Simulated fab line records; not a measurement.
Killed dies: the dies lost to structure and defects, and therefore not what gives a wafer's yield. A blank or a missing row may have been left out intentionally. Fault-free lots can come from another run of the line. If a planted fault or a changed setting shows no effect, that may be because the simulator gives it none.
Split-lot study || flow n5-finfet || route with 1938 steps; 7 lots, 21 wafers read

== THE SPLIT ITSELF ==
At N5_BEOL_M3_COAT_68 (time 60 s, resist thk 12 nm), the setting spin-rpm was moved away from the recipe's 1500 rpm on 4 of the 21 wafers read, by -9.0% to +8.8%. All remaining wafers had this setting at the recipe value.

== FROM THE SPLIT TO THE READING: what the file shows between them, 4 steps ==
- N5_BEOL_M3_COAT_76: time 60 s, resist thk 5 nm
- N5_BEOL_M3_COAT_22: resist thk 30 nm
- N5_BEOL_M3_DESCUM_33: chemistry O2, time 7 s
- N5_BEOL_M3_ETCH_77: etches underlayer in N2/H2, target depth 6.5 nm, time 5.2 s

== THE READING ==
etch.depth-nm (the simulator's own value, which no gauge read), in nm, at N5_BEOL_M3_ETCH_69 (etches SiARC in CF4, target depth 15.6 nm, time 26 s). There is no usual value for it anywhere in the file. Across the 17 wafers here that went through the recipe, the average is 11.97 nm and the standard deviation 0.023 nm.

{"wafer": "L076.4", "tool, chamber at the split": "litho-track-05, 0", "spin-rpm as run, rpm": 1500, "against the recipe": "recipe", "etch.depth-nm, nm": 11.98, "against lot-mates on the recipe": "-"}
{"wafer": "L076.5", "tool, chamber at the split": "litho-track-05, 0", "spin-rpm as run, rpm": 1500, "against the recipe": "recipe", "etch.depth-nm, nm": 11.94, "against lot-mates on the recipe": "-"}
{"wafer": "L076.6", "tool, chamber at the split": "litho-track-05, 0", "spin-rpm as run, rpm": 1500, "against the recipe": "recipe", "etch.depth-nm, nm": 11.96, "against lot-mates on the recipe": "-"}
{"wafer": "L077.1", "tool, chamber at the split": "litho-track-05, 0", "spin-rpm as run, rpm": 1500, "against the recipe": "recipe", "etch.depth-nm, nm": 11.97, "against lot-mates on the recipe": "-"}
{"wafer": "L077.2", "tool, chamber at the split": "litho-track-05, 0", "spin-rpm as run, rpm": 1500, "against the recipe": "recipe", "etch.depth-nm, nm": 11.98, "against lot-mates on the recipe": "-"}
{"wafer": "L077.6", "tool, chamber at the split": "litho-track-05, 0", "spin-rpm as run, rpm": 1500, "against the recipe": "recipe", "etch.depth-nm, nm": 11.99, "against lot-mates on the recipe": "-"}
{"wafer": "L084.1", "tool, chamber at the split": "litho-track-02, 0", "spin-rpm as run, rpm": 1500, "against the recipe": "recipe", "etch.depth-nm, nm": 12, "against lot-mates on the recipe": "-"}
{"wafer": "L084.2", "tool, chamber at the split": "litho-track-02, 0", "spin-rpm as run, rpm": 1632, "against the recipe": "+8.8%", "etch.depth-nm, nm": 11.55, "against lot-mates on the recipe": -0.47}
{"wafer": "L084.3", "tool, chamber at the split": "litho-track-02, 0", "spin-rpm as run, rpm": 1500, "against the recipe": "recipe", "etch.depth-nm, nm": 12.04, "against lot-mates on the recipe": "-"}
{"wafer": "L085.3", "tool, chamber at the split": "litho-track-02, 0", "spin-rpm as run, rpm": 1500, "against the recipe": "recipe", "etch.depth-nm, nm": 11.97, "against lot-mates on the recipe": "-"}
{"wafer": "L085.6", "tool, chamber at the split": "litho-track-02, 0", "spin-rpm as run, rpm": 1500, "against the recipe": "recipe", "etch.depth-nm, nm": 11.97, "against lot-mates on the recipe": "-"}
{"wafer": "L085.5", "tool, chamber at the split": "litho-track-02, 0", "spin-rpm as run, rpm": 1500, "against the recipe": "recipe", "etch.depth-nm, nm": 11.95, "against lot-mates on the recipe": "-"}
{"wafer": "L090.1", "tool, chamber at the split": "litho-track-05, 0", "spin-rpm as run, rpm": 1500, "against the recipe": "recipe", "etch.depth-nm, nm": 11.98, "against lot-mates on the recipe": "-"}
{"wafer": "L090.2", "tool, chamber at the split": "litho-track-05, 0", "spin-rpm as run, rpm": 1365, "against the recipe": "-9.0%", "etch.depth-nm, nm": 12.56, "against lot-mates on the recipe": "+0.58"}
{"wafer": "L090.4", "tool, chamber at the split": "litho-track-05, 0", "spin-rpm as run, rpm": 1365, "against the recipe": "-9.0%", "etch.depth-nm, nm": 12.6, "against lot-mates on the recipe": "+0.62"}
{"wafer": "L093.3", "tool, chamber at the split": "litho-track-03, 0", "spin-rpm as run, rpm": 1500, "against the recipe": "recipe", "etch.depth-nm, nm": 11.95, "against lot-mates on the recipe": "-"}
{"wafer": "L093.5", "tool, chamber at the split": "litho-track-03, 0", "spin-rpm as run, rpm": 1433, "against the recipe": "-4.5%", "etch.depth-nm, nm": 12.25, "against lot-mates on the recipe": "+0.29"}
{"wafer": "L093.6", "tool, chamber at the split": "litho-track-03, 0", "spin-rpm as run, rpm": 1500, "against the recipe": "recipe", "etch.depth-nm, nm": 11.98, "against lot-mates on the recipe": "-"}
{"wafer": "L097.1", "tool, chamber at the split": "litho-track-05, 0", "spin-rpm as run, rpm": 1500, "against the recipe": "recipe", "etch.depth-nm, nm": 11.98, "against lot-mates on the recipe": "-"}
{"wafer": "L097.2", "tool, chamber at the split": "litho-track-05, 0", "spin-rpm as run, rpm": 1500, "against the recipe": "recipe", "etch.depth-nm, nm": 11.98, "against lot-mates on the recipe": "-"}
{"wafer": "L097.5", "tool, chamber at the split": "litho-track-05, 0", "spin-rpm as run, rpm": 1500, "against the recipe": "recipe", "etch.depth-nm, nm": 11.94, "against lot-mates on the recipe": "-"}

THE FIT
A straight line over all 21 wafers: etch.depth-nm changes by -0.0606 nm for each +1% of spin-rpm; r = -0.99; the points scatter about the line by 0.037 nm.
The same after taking each lot's own level away (the mean of its wafers on the recipe; 21 wafers): -0.0621 nm for each +1%; r = -0.99; scatter 0.025 nm.
That fit puts the effect of the largest move of spin-rpm on the reading at 0.56 nm.
The lots' own levels span 11.960 to 12.020 nm, that is 2.6 times the standard deviation above.
The two slopes agree, so the slope changes little with the lot-to-lot level.
Check: +0.56 nm against its lot-mates is what the line predicts for one of the wafers moved furthest among these (-9.0%) when that wafer is left out of the fit. Against them it came out at +0.58 nm.

== OTHER SPLITS APPLIED TO THESE WAFERS ==
Note: prior to the reading, these wafers also went through further splits. Each is held against what the fit with the lots' levels taken away leaves over:
{"other split on the same wafers": "N5_BEOL_M1_ETCH_64 bias-w", "wafers away from the commonest value": 12, "r with etch.depth-nm (lot level and that fit taken away)": -0.08}
{"other split on the same wafers": "N5_BEOL_M2_COAT_62 spin-rpm", "wafers away from the commonest value": 8, "r with etch.depth-nm (lot level and that fit taken away)": -0.09}
{"other split on the same wafers": "N5_BEOL_M3_ETCH_64 bias-w", "wafers away from the commonest value": 5, "r with etch.depth-nm (lot level and that fit taken away)": "+0.30"}

== THE WHOLE CHAIN: every reading that the file lists as answering this split, in the file's order ==
{"step": "N5_BEOL_M3_COAT_68", "what it does": "time 60 s, resist thk 12 nm", "reading": "SiARC_of_BEOL_M3_COAT_68.thk-nm (the simulator's own value, which no gauge read)", "change (the file's fit)": "-0.055 nm for each +1% of the setting", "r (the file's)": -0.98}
{"step": "N5_BEOL_M3_ETCH_69", "what it does": "etches SiARC in CF4, target depth 15.6 nm, time 26 s", "reading": "etch.depth-nm (the simulator's own value, which no gauge read)", "change (the file's fit)": "-0.06 nm for each +1% of the setting", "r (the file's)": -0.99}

== FILE'S OWN FIT ==
etch.depth-nm changes by -0.06 nm for each +1% of spin-rpm, r = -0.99.
